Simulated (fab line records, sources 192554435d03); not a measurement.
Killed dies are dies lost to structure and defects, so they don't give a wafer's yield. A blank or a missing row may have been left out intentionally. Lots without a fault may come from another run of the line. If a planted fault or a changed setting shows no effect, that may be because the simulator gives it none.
Split-lot experiment ; flow n5_finfet ; 21 wafers read across 7 lots, on a route 1938 steps long

## THE SPLIT ITSELF
At N5_ZERO_LAYER_EXPOSE_08 (exposes mask ZERO, defocus 0 nm, target cd 2000 nm), the setting dose_mj was moved away from the recipe's 16.2 on 8 of the 21 wafers read, by -6.2% to +7.1%. For the rest of the wafers, this setting stayed at what the recipe calls for.

## FROM THE SPLIT TO THE READING: what the file shows between them, 3 steps
- N5_ZERO_LAYER_PEB_09
- N5_ZERO_LAYER_DEVELOP_10: develop time 60 s
- N5_ZERO_LAYER_HARDBAKE_23: time 120 s

## THE READING
cd_nm at N5_ZERO_LAYER_CD_MEAS_11, given in nm (cd target 2000 nm). Fault-free wafers of this fab line usually give 1999.6 nm, standard deviation 1.6 nm.

wafer;tool, chamber at the split;dose_mj as run;against the recipe;cd_nm, nm;against lot-mates on the recipe
L074.1;krf_scanner-02, 0;17.35;+7.1%;2013.6;no lot-mate on the recipe
L074.3;krf_scanner-02, 0;17.35;+7.1%;2012.5;no lot-mate on the recipe
L074.5;krf_scanner-02, 0;17.35;+7.1%;2011.9;no lot-mate on the recipe
L075.2;krf_scanner-02, 0;16.2;recipe;1998.1;-
L075.3;krf_scanner-02, 0;16.2;recipe;1998.0;-
L075.5;krf_scanner-02, 0;16.2;recipe;1996.7;-
L079.2;krf_scanner-02, 0;15.4;-4.9%;1990.1;-12.4
L079.3;krf_scanner-02, 0;15.4;-4.9%;1991.5;-11.0
L079.4;krf_scanner-02, 0;16.2;recipe;2002.5;-
L080.1;krf_scanner-01, 0;16.2;recipe;1999.7;-
L080.2;krf_scanner-01, 0;17.25;+6.5%;2012.7;+13.0
L080.6;krf_scanner-01, 0;17.25;+6.5%;2012.8;+13.1
L083.1;krf_scanner-02, 0;16.2;recipe;1998.8;-
L083.3;krf_scanner-02, 0;16.2;recipe;2001.4;-
L083.6;krf_scanner-02, 0;16.2;recipe;1999.0;-
L084.1;krf_scanner-01, 0;16.2;recipe;1998.4;-
L084.2;krf_scanner-01, 0;16.2;recipe;1998.8;-
L084.3;krf_scanner-01, 0;16.2;recipe;1999.5;-
L096.1;krf_scanner-01, 0;16.2;recipe;1997.8;-
L096.3;krf_scanner-01, 0;16.2;recipe;1999.6;-
L096.4;krf_scanner-01, 0;15.19;-6.2%;1985.9;-12.8

THE FIT
A straight line over all 21 wafers: cd_nm changes by +1.94 nm for each +1% of dose_mj; r = +0.98; the points scatter about the line by 1.4 nm.
The same after taking each lot's own level away (the mean of its wafers on the recipe; 18 wafers): +2.12 nm for each +1%; r = +0.99; scatter 0.87 nm.
According to that fit, moving dose_mj by its largest amount changes the reading by 15 nm.
The lots' own levels span 1997.60 to 2002.50 nm, that is 3.1 times the standard deviation above.
The two slopes are in agreement: the lot-to-lot level therefore moves the slope only a little.
Check: for one of the wafers moved furthest among these (+6.5%), held out of the fit, the line's prediction against its lot-mates is +13.8 nm. Against them it came out at +13 nm.

## THE WHOLE CHAIN: every reading that the file lists as answering this split, in the file's order
step;what it does;reading;change (the file's fit);r (the file's)
N5_ZERO_LAYER_CD_MEAS_11;target cd 2000 nm;cd_nm;+2.12 nm for each +1% of the setting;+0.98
N5_ZERO_LAYER_DESCUM_16;chemistry O2, time 7.9 s;ZERO_LAYER.cd_nm (the simulator's own value, which no gauge read);+2.13 nm for each +1% of the setting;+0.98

## THE FILE'S OWN FIT
cd_nm changes by +2.12 nm for each +1% of dose_mj, r = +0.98.
